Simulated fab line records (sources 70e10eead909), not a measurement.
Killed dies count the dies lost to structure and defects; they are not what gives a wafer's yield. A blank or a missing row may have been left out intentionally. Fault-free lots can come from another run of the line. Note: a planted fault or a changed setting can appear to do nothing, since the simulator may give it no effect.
Which tool is to blame? ; flow nand-harc ; 11 lots, 33 wafers sampled, at 5 steps of a route of 1159

WHAT EACH GAUGE READ, for each wafer
NHARC_THIN_TSV_INSPECT_40.
lot;measured;on;raw-defect-count
L631;day 19 09:32;defect-inspect-02;427 358 425
L630;day 19 09:32;defect-inspect-01;527 487 500
L633;day 19 19:34;defect-inspect-01;507 442 421
L634;day 19 19:34;defect-inspect-02;417 502 458
L637;day 20 22:18;defect-inspect-02;1231 1057 1118
L642;day 22 06:59;defect-inspect-02;1314 1205 1291
L644;day 22 07:01;defect-inspect-02;584 568 510
L646;day 22 23:47;defect-inspect-01;358 419 367
L645;day 22 23:48;defect-inspect-02;451 485 376
L650;day 24 09:14;defect-inspect-01;329 453 559
L653;day 25 20:37;defect-inspect-02;415 427 493

WHAT TOOL EACH LOT RAN ON (gives the tool, then ch and the chambers of the sampled wafers, and finally the start)
lot;NHARC_THIN_TSV_DEGAS_49;NHARC_THIN_TSV_DEGAS_53;NHARC_THIN_TSV_PVD_24;NHARC_THIN_TSV_ETCH_59
L631;pvd-sputter-03, day 18 21:46;pvd-sputter-02, day 18 23:46;pvd-sputter-02, day 19 00:03;rie-metal-02 ch 0, day 19 01:04
L630;pvd-sputter-01, day 19 02:57;pvd-sputter-02, day 19 04:56;pvd-sputter-02, day 19 05:25;rie-metal-03 ch 0,1, day 19 06:22
L633;pvd-sputter-03, day 19 09:54;pvd-sputter-02, day 19 11:52;pvd-sputter-02, day 19 12:13;rie-metal-02 ch 0, day 19 13:12
L634;pvd-sputter-03, day 19 11:05;pvd-sputter-03, day 19 13:06;pvd-sputter-03, day 19 13:23;rie-metal-03 ch 0,1, day 19 14:23
L637;pvd-sputter-02, day 20 14:32;pvd-sputter-01, day 20 16:33;pvd-sputter-01, day 20 16:50;rie-metal-03 ch 1, day 20 17:58
L642;pvd-sputter-02, day 21 20:20;pvd-sputter-01, day 21 22:25;pvd-sputter-01, day 21 22:42;rie-metal-02 ch 0,1, day 21 23:44
L644;pvd-sputter-02, day 21 22:30;pvd-sputter-02, day 22 00:30;pvd-sputter-02, day 22 00:55;rie-metal-02 ch 0,1, day 22 01:58
L646;pvd-sputter-03, day 22 14:51;pvd-sputter-02, day 22 16:52;pvd-sputter-02, day 22 17:10;rie-metal-01 ch 0, day 22 18:10
L645;pvd-sputter-02, day 22 15:43;pvd-sputter-02, day 22 17:48;pvd-sputter-02, day 22 18:20;rie-metal-03 ch 0,1, day 22 19:17
L650;pvd-sputter-02, day 24 00:18;pvd-sputter-02, day 24 02:17;pvd-sputter-02, day 24 02:38;rie-metal-01 ch 0,1, day 24 03:39
L653;pvd-sputter-03, day 25 12:53;pvd-sputter-03, day 25 14:53;pvd-sputter-03, day 25 15:11;rie-metal-02 ch 0,1, day 25 16:23
- NHARC_THIN_TSV_DEGAS_49: time 120 s.
- NHARC_THIN_TSV_DEGAS_53: time 60 s.
- NHARC_THIN_TSV_PVD_24: deposits Al, target thk 800 nm.
- NHARC_THIN_TSV_ETCH_59: etches the open film in Cl2/BCl3, target depth 880 nm, time 138.1 s.

THE ANSWER, worked out from the rows above alone
Rule: the usual values come from the lots themselves. The widest of any qualifying gaps counts: lots, ordered by their means at a reading, are off when they make up no more than a third of the lots, leave a main group of 4 or more, and stand apart from it by 3 or more times the standard deviation of that group's means. Not used: any main group whose means are identical at the precision the tables above print for the reading. Also off: a lot with no number at a reading for which 4 or more lots have one. All remaining lots with rows at the step are treated as sound.
Off: L637, L642 (NHARC_THIN_TSV_INSPECT_40, raw-defect-count). Main group: mean 454, sd 48.
A tool fits if, at a process step before that reading, it ran every lot that is off, and no sound lot after the first of them. Those tools and the gauges at NHARC_THIN_TSV_INSPECT_40 are tried in the same way. One candidate fits, namely pvd-sputter-01 at NHARC_THIN_TSV_DEGAS_53 and NHARC_THIN_TSV_PVD_24. It ran no sound lot before its first lot that is off in this sample, so the start can't be narrowed down.

WHAT THE SIMULATOR PUT IN
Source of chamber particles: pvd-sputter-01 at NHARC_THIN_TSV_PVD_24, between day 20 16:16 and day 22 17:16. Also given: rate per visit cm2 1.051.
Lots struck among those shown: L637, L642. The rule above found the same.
